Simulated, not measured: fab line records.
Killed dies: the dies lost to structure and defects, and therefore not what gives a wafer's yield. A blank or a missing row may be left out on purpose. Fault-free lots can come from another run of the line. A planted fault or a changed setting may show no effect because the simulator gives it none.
The tool behind it: which one? | flow n5_finfet | Sampling: 24 lots, 72 wafers, 6 of 1938 route steps

== WHAT THE GAUGES READ, wafer by wafer ==
N5_GATE_CUT_CD_MEAS_13 targets a cd of 20 nm.
lot  | measured     | on        | cd_nm (nm)
L074 | day 4 12:35  | cd_sem-03 | 20.2 20.5 20.1
L076 | day 4 23:04  | cd_sem-01 | 20.0 20.0 20.1
L075 | day 5 00:16  | cd_sem-02 | 20.5 19.9 20.1
L077 | day 5 06:41  | cd_sem-02 | 20.5 20.3 20.3
L078 | day 5 10:35  | cd_sem-02 | 19.7 20.4 19.9
L079 | day 5 20:37  | cd_sem-02 | 20.3 19.9 20.3
L081 | day 6 08:38  | cd_sem-01 | 20.0 20.2 19.9
L080 | day 6 10:05  | cd_sem-01 | 20.2 20.0 20.0
L082 | day 6 16:36  | cd_sem-02 | 20.1 20.2 20.0
L083 | day 6 19:23  | cd_sem-01 | 19.9 20.4 19.8
L084 | day 7 04:17  | cd_sem-03 | 19.6 19.5 20.1
L085 | day 7 11:01  | cd_sem-02 | 20.6 20.0 20.8
L086 | day 7 13:05  | cd_sem-02 | 19.8 20.1 20.1
L088 | day 7 21:14  | cd_sem-01 | 20.2 19.9 19.6
L087 | day 8 00:26  | cd_sem-02 | 19.7 19.6 20.0
L089 | day 8 06:20  | cd_sem-02 | 19.9 19.9 20.2
L090 | day 8 10:55  | cd_sem-01 | 20.5 20.1 20.4
L091 | day 8 21:34  | cd_sem-02 | 20.2 19.9 20.2
L092 | day 8 23:08  | cd_sem-01 | 19.9 20.4 20.0
L093 | day 9 05:50  | cd_sem-02 | 19.6 19.1 19.7
L094 | day 9 14:20  | cd_sem-01 | 20.6 20.5 20.2
L095 | day 9 18:43  | cd_sem-03 | 20.0 20.0 20.0
L096 | day 10 02:11 | cd_sem-01 | 20.0 19.7 19.7
L097 | day 10 07:12 | cd_sem-03 | 20.2 20.0 20.8

N5_GATE_CUT_OVL_MEAS_14.
lot  | measured     | on         | GATE_CUT_OVL (nm)
L074 | day 4 12:37  | overlay-01 | -0.3 -0.7 0.0
L076 | day 4 23:05  | overlay-01 | -0.9 -0.4 0.6
L075 | day 5 00:19  | overlay-01 | 1.0 -0.3 0.3
L077 | day 5 06:43  | overlay-02 | -1.9 -0.5 -0.9
L078 | day 5 10:38  | overlay-02 | 0.2 0.0 0.9
L079 | day 5 20:38  | overlay-01 | -0.4 -0.2 0.3
L081 | day 6 08:40  | overlay-01 | 0.5 -0.5 -1.3
L080 | day 6 10:07  | overlay-02 | -0.4 0.7 0.8
L082 | day 6 16:39  | overlay-01 | 0.3 0.8 0.4
L083 | day 6 19:25  | overlay-01 | -0.9 0.7 -0.7
L084 | day 7 04:20  | overlay-01 | 0.4 0.8 -0.4
L085 | day 7 11:03  | overlay-01 | -1.4 -2.0 -1.0
L086 | day 7 13:07  | overlay-02 | -0.4 -1.1 -1.2
L088 | day 7 21:16  | overlay-02 | -1.1 -0.6 -0.3
L087 | day 8 00:28  | overlay-02 | 0.6 0.6 -0.9
L089 | day 8 06:22  | overlay-01 | -0.4 -0.7 0.3
L090 | day 8 10:58  | overlay-02 | 1.4 -0.3 0.3
L091 | day 8 21:36  | overlay-02 | 0.0 0.1 -0.6
L092 | day 8 23:10  | overlay-01 | -0.9 -0.8 -0.5
L093 | day 9 05:52  | overlay-02 | -2.3 -1.5 -1.0
L094 | day 9 14:22  | overlay-01 | -0.2 -1.3 -1.6
L095 | day 9 18:46  | overlay-01 | -0.3 -1.0 0.2
L096 | day 10 02:14 | overlay-01 | 0.6 0.1 0.4
L097 | day 10 07:14 | overlay-02 | -0.5 -0.3 -1.3

== WHICH TOOL RAN EACH LOT (tool, then ch and the chambers of the sampled wafers, then the start) ==
lot  | N5_HKMG_FIN_STRIP_60                | N5_HKMG_FIN_DESCUM_17             | N5_HKMG_FIN_ETCH_32               | N5_HKMG_FIN_STRIP_69
L074 | plasma_asher-01 ch 0,1, day 4 01:28 | rie_diel-02 ch 0,2,3, day 4 03:58 | rie_diel-02 ch 0,2,3, day 4 04:04 | plasma_asher-02 ch 0,1, day 4 06:55
L076 | plasma_asher-01 ch 0,1, day 4 11:41 | rie_diel-05 ch 1,2,3, day 4 14:04 | rie_diel-05 ch 1,2,3, day 4 14:09 | plasma_asher-01 ch 0,1, day 4 17:04
L075 | plasma_asher-02 ch 0,1, day 4 12:02 | rie_diel-05 ch 0,2,3, day 4 14:34 | rie_diel-05 ch 0,2,3, day 4 14:40 | plasma_asher-02 ch 0,1, day 4 17:46
L077 | plasma_asher-02 ch 0,1, day 4 19:23 | rie_diel-02 ch 2,3, day 4 21:53   | rie_diel-02 ch 2,3, day 4 21:59   | plasma_asher-01 ch 1, day 5 01:06
L078 | plasma_asher-01 ch 0,1, day 5 00:05 | rie_diel-05 ch 0,3, day 5 02:27   | rie_diel-05 ch 0,3, day 5 02:32   | plasma_asher-02 ch 0,1, day 5 05:19
L079 | plasma_asher-02 ch 0,1, day 5 09:50 | rie_diel-05 ch 0,1,2, day 5 12:23 | rie_diel-05 ch 0,1,2, day 5 12:28 | plasma_asher-02 ch 0,1, day 5 15:15
L081 | plasma_asher-02 ch 0,1, day 5 21:49 | rie_diel-04 ch 0,2,3, day 6 00:28 | rie_diel-04 ch 0,2,3, day 6 00:34 | plasma_asher-02 ch 0,1, day 6 03:14
L080 | plasma_asher-02 ch 0,1, day 5 23:28 | rie_diel-05 ch 0,1,3, day 6 01:58 | rie_diel-05 ch 0,1,3, day 6 02:04 | plasma_asher-01 ch 0,1, day 6 04:51
L082 | plasma_asher-02 ch 0,1, day 6 05:44 | rie_diel-02 ch 0,1,2, day 6 07:59 | rie_diel-02 ch 0,1,2, day 6 08:09 | plasma_asher-02 ch 0,1, day 6 11:10
L083 | plasma_asher-01 ch 0,1, day 6 08:00 | rie_diel-05 ch 0,1,3, day 6 10:49 | rie_diel-05 ch 0,1,3, day 6 10:54 | plasma_asher-02 ch 0,1, day 6 13:50
L084 | plasma_asher-02 ch 0,1, day 6 17:29 | rie_diel-02 ch 0,1,2, day 6 20:01 | rie_diel-02 ch 0,1,2, day 6 20:06 | plasma_asher-02 ch 0,1, day 6 23:02
L085 | plasma_asher-01 ch 0,1, day 6 23:30 | rie_diel-02 ch 0,3, day 7 02:16   | rie_diel-02 ch 0,3, day 7 02:22   | plasma_asher-02 ch 0,1, day 7 05:03
L086 | plasma_asher-02 ch 0,1, day 7 02:30 | rie_diel-05 ch 1,2,3, day 7 05:01 | rie_diel-05 ch 1,2,3, day 7 05:06 | plasma_asher-02 ch 0,1, day 7 07:50
L088 | plasma_asher-02 ch 0,1, day 7 10:43 | rie_diel-05 ch 0,3, day 7 13:13   | rie_diel-05 ch 0,3, day 7 13:19   | plasma_asher-02 ch 0,1, day 7 16:00
L087 | plasma_asher-02 ch 0,1, day 7 13:25 | rie_diel-02 ch 0,2,3, day 7 15:47 | rie_diel-02 ch 0,2,3, day 7 15:53 | plasma_asher-02 ch 0,1, day 7 18:47
L089 | plasma_asher-02 ch 0,1, day 7 19:23 | rie_diel-02 ch 0,2,3, day 7 22:02 | rie_diel-02 ch 0,2,3, day 7 22:08 | plasma_asher-02 ch 0,1, day 8 01:04
L090 | plasma_asher-02 ch 0,1, day 8 00:19 | rie_diel-02 ch 0,1, day 8 02:49   | rie_diel-02 ch 0,1, day 8 02:55   | plasma_asher-02 ch 0,1, day 8 05:42
L091 | plasma_asher-02 ch 0,1, day 8 08:17 | rie_diel-05 ch 0,2,3, day 8 11:06 | rie_diel-05 ch 0,2,3, day 8 11:11 | plasma_asher-02 ch 0,1, day 8 14:04
L092 | plasma_asher-02 ch 0,1, day 8 10:25 | rie_diel-02 ch 1,2,3, day 8 13:04 | rie_diel-02 ch 1,2,3, day 8 13:09 | plasma_asher-02 ch 0,1, day 8 15:54
L093 | plasma_asher-02 ch 0,1, day 8 19:05 | rie_diel-04 ch 1,2,3, day 8 21:38 | rie_diel-04 ch 1,2,3, day 8 21:43 | plasma_asher-02 ch 0,1, day 9 00:28
L094 | plasma_asher-01 ch 0,1, day 9 03:13 | rie_diel-02 ch 0,1,2, day 9 06:01 | rie_diel-02 ch 0,1,2, day 9 06:07 | plasma_asher-01 ch 0,1, day 9 08:47
L095 | plasma_asher-02 ch 0,1, day 9 08:07 | rie_diel-05 ch 0,1,2, day 9 10:37 | rie_diel-05 ch 0,1,2, day 9 10:42 | plasma_asher-01 ch 0,1, day 9 13:22
L096 | plasma_asher-02 ch 0,1, day 9 15:18 | rie_diel-04 ch 2,3, day 9 17:55   | rie_diel-04 ch 2,3, day 9 18:00   | plasma_asher-01 ch 0,1, day 9 20:47
L097 | plasma_asher-02 ch 0,1, day 9 20:46 | rie_diel-04 ch 0,1,2, day 9 23:10 | rie_diel-04 ch 0,1,2, day 9 23:16 | plasma_asher-02 ch 0,1, day 10 01:55
- N5_HKMG_FIN_STRIP_60: strips in N2/H2, time 360 s.
- N5_HKMG_FIN_DESCUM_17: chemistry O2, time 7.9 s.
- N5_HKMG_FIN_ETCH_32: etches SOC in N2/H2, target depth 240 nm, time 300 s.
- N5_HKMG_FIN_STRIP_69: strips in N2/H2, time 360 s.

== WHAT THE TOOLS THEMSELVES READ (means of the sampled wafers that have a number; where no wafer has one, the mark that the record gives instead) ==
N5_HKMG_FIN_STRIP_60.
lot  | tool            | drypump_motor_current_A (A) | heater_power_w (W)
L074 | plasma_asher-01 | 5.4                         | 483
L076 | plasma_asher-01 | 5.7                         | 486
L075 | plasma_asher-02 | 5.8                         | 491
L077 | plasma_asher-02 | 6.0                         | 475
L078 | plasma_asher-01 | 5.7                         | 487
L079 | plasma_asher-02 | 6.0                         | 483
L081 | plasma_asher-02 | 5.9                         | 488
L080 | plasma_asher-02 | 6.0                         | 480
L082 | plasma_asher-02 | 5.9                         | 493
L083 | plasma_asher-01 | 5.4                         | 476
L084 | plasma_asher-02 | 6.0                         | 482
L085 | plasma_asher-01 | 5.7                         | 487
L086 | plasma_asher-02 | 5.8                         | 483
L088 | plasma_asher-02 | 5.9                         | 492
L087 | plasma_asher-02 | 6.0                         | 476
L089 | plasma_asher-02 | 5.9                         | 479
L090 | plasma_asher-02 | 5.9                         | 487
L091 | plasma_asher-02 | 5.9                         | 484
L092 | plasma_asher-02 | 6.0                         | 478
L093 | plasma_asher-02 | 5.9                         | 484
L094 | plasma_asher-01 | 5.4                         | 473
L095 | plasma_asher-02 | 6.0                         | 487
L096 | plasma_asher-02 | 5.8                         | 497
L097 | plasma_asher-02 | 5.8                         | 484

N5_HKMG_FIN_DESCUM_17.
lot  | tool        | bias_power_w (W) | drypump_motor_current_A (A) | oes_product_au (a.u.) | rf_vpp_V (V) | showerhead_plenum_p_Torr (Torr) | throttle_valve_pct (%)
L074 | rie_diel-02 | 19.95            | 5.8                         | 0.86                  | 242.5        | 2.07                            | 20.29
L076 | rie_diel-05 | 20.00            | 5.6                         | 0.71                  | 243.5        | 2.11                            | 20.32
L075 | rie_diel-05 | 20.04            | 5.7                         | 0.80                  | 244.5        | 2.16                            | 20.17
L077 | rie_diel-02 | 19.99            | 5.9                         | 0.90                  | 242.2        | 2.05                            | 20.38
L078 | rie_diel-05 | 19.99            | 5.7                         | 0.79                  | 244.3        | 2.14                            | 20.33
L079 | rie_diel-05 | 19.93            | 5.6                         | 0.77                  | 243.8        | 2.15                            | 20.29
L081 | rie_diel-04 | 19.99            | 5.5                         | 0.83                  | 244.3        | 2.17                            | 20.33
L080 | rie_diel-05 | 20.01            | 5.5                         | 0.77                  | 243.6        | 2.13                            | 20.46
L082 | rie_diel-02 | 19.94            | 5.8                         | 0.76                  | 242.5        | 2.09                            | 20.38
L083 | rie_diel-05 | 20.00            | 5.6                         | 0.77                  | 243.7        | 2.13                            | 20.47
L084 | rie_diel-02 | 20.01            | 5.8                         | 0.75                  | 243.1        | 2.08                            | 20.39
L085 | rie_diel-02 | 20.00            | 5.4                         | 0.84                  | 243.4        | 2.09                            | 20.27
L086 | rie_diel-05 | 20.02            | 5.6                         | 0.70                  | 244.0        | 2.10                            | 20.35
L088 | rie_diel-05 | 19.98            | 5.7                         | 0.77                  | 244.4        | 2.13                            | 20.37
L087 | rie_diel-02 | 20.03            | 5.8                         | 0.82                  | 242.9        | 2.06                            | 20.34
L089 | rie_diel-02 | 19.98            | 5.8                         | 0.82                  | 243.2        | 2.06                            | 20.34
L090 | rie_diel-02 | 19.96            | 5.4                         | 0.91                  | 244.1        | 2.12                            | 20.21
L091 | rie_diel-05 | 19.95            | 5.7                         | 0.76                  | 244.3        | 2.15                            | 20.21
L092 | rie_diel-02 | 20.01            | 5.8                         | 0.87                  | 242.4        | 2.06                            | 20.35
L093 | rie_diel-04 | 19.98            | 5.4                         | 0.85                  | 244.5        | 2.15                            | 20.27
L094 | rie_diel-02 | 19.96            | 5.8                         | 0.82                  | 242.8        | 2.08                            | 20.28
L095 | rie_diel-05 | 19.98            | 5.6                         | 0.84                  | 243.9        | 2.14                            | 20.20
L096 | rie_diel-04 | 19.95            | 5.2                         | 0.82                  | 244.7        | 2.21                            | 20.36
L097 | rie_diel-04 | 20.03            | 5.6                         | 0.79                  | 243.6        | 2.10                            | 20.31

N5_HKMG_FIN_ETCH_32.
lot  | tool        | drypump_motor_current_A (A) | oes_product_au (a.u.) | rf_vpp_V (V) | showerhead_plenum_p_Torr (Torr) | throttle_valve_pct (%)
L074 | rie_diel-02 | 5.8                         | 0.85                  | 522.9        | 2.51                            | 17.65
L076 | rie_diel-05 | 5.6                         | 0.72                  | 524.0        | 2.56                            | 17.67
L075 | rie_diel-05 | 5.7                         | 0.80                  | 526.6        | 2.62                            | 17.52
L077 | rie_diel-02 | 5.9                         | 0.88                  | 522.2        | 2.48                            | 17.75
L078 | rie_diel-05 | 5.7                         | 0.78                  | 525.4        | 2.58                            | 17.59
L079 | rie_diel-05 | 5.6                         | 0.77                  | 525.6        | 2.62                            | 17.75
L081 | rie_diel-04 | 5.5                         | 0.84                  | 526.5        | 2.63                            | 17.78
L080 | rie_diel-05 | 5.6                         | 0.76                  | 525.6        | 2.58                            | 17.84
L082 | rie_diel-02 | 5.8                         | 0.75                  | 523.1        | 2.54                            | 17.84
L083 | rie_diel-05 | 5.6                         | 0.75                  | 525.4        | 2.58                            | 17.84
L084 | rie_diel-02 | 5.8                         | 0.74                  | 523.7        | 2.54                            | 17.85
L085 | rie_diel-02 | 5.4                         | 0.83                  | 523.9        | 2.54                            | 17.66
L086 | rie_diel-05 | 5.6                         | 0.71                  | 523.8        | 2.55                            | 17.71
L088 | rie_diel-05 | 5.7                         | 0.77                  | 525.6        | 2.57                            | 17.64
L087 | rie_diel-02 | 5.8                         | 0.81                  | 522.2        | 2.49                            | 17.71
L089 | rie_diel-02 | 5.8                         | 0.81                  | 522.5        | 2.49                            | 17.71
L090 | rie_diel-02 | 5.4                         | 0.89                  | 525.1        | 2.60                            | 17.75
L091 | rie_diel-05 | 5.7                         | 0.76                  | 525.0        | 2.61                            | 17.59
L092 | rie_diel-02 | 5.8                         | 0.85                  | 523.3        | 2.51                            | 17.80
L093 | rie_diel-04 | 5.4                         | 0.86                  | 526.3        | 2.62                            | 17.76
L094 | rie_diel-02 | 5.8                         | 0.82                  | 523.5        | 2.53                            | 17.74
L095 | rie_diel-05 | 5.6                         | 0.83                  | 526.0        | 2.61                            | 17.68
L096 | rie_diel-04 | 5.2                         | 0.84                  | 526.9        | 2.68                            | 17.80
L097 | rie_diel-04 | 5.7                         | 0.79                  | 524.0        | 2.56                            | 17.80

N5_HKMG_FIN_STRIP_69.
lot  | tool            | drypump_motor_current_A (A) | heater_power_w (W)
L074 | plasma_asher-02 | 6.0                         | 478
L076 | plasma_asher-01 | 5.7                         | 483
L075 | plasma_asher-02 | 5.8                         | 484
L077 | plasma_asher-01 | 5.9                         | 498
L078 | plasma_asher-02 | 5.9                         | 490
L079 | plasma_asher-02 | 6.0                         | 479
L081 | plasma_asher-02 | 6.0                         | 473
L080 | plasma_asher-01 | 5.7                         | 476
L082 | plasma_asher-02 | 5.8                         | 485
L083 | plasma_asher-02 | 6.0                         | 484
L084 | plasma_asher-02 | 6.0                         | 479
L085 | plasma_asher-02 | 5.8                         | 492
L086 | plasma_asher-02 | 5.9                         | 490
L088 | plasma_asher-02 | 6.0                         | 479
L087 | plasma_asher-02 | 5.8                         | 500
L089 | plasma_asher-02 | 6.0                         | 477
L090 | plasma_asher-02 | 5.8                         | 487
L091 | plasma_asher-02 | 6.1                         | 473
L092 | plasma_asher-02 | 5.9                         | 475
L093 | plasma_asher-02 | 5.9                         | 485
L094 | plasma_asher-01 | 5.4                         | 473
L095 | plasma_asher-01 | 5.7                         | 485
L096 | plasma_asher-01 | 5.4                         | 475
L097 | plasma_asher-02 | 5.9                         | 485

== THE ANSWER, worked out from the rows above alone ==
Rule: what is usual is taken from the lots themselves. The widest of any qualifying gaps counts: lots, ordered by their means at a reading, are off when they make up no more than a third of the lots, leave a main group of 4 or more, and stand apart from it by 3 or more times the standard deviation of that group's means. Not used: any main group whose means are identical at the precision the tables above print for the reading. A lot without any number at a reading at which 4 lots or more have one is off too. All remaining lots with rows at the step are treated as sound. Order of review: gauges by route order, followed by the tools' own readings, for which a lot's mean as printed above is used. The first step at which some lot is off is used, and at that step the reading that is off furthest; a lot without a number counts as furthest.
Across all readings shown, no lot is off: no conclusion can be drawn from this.

== WHAT HAD BEEN PUT IN BY THE SIMULATOR ==
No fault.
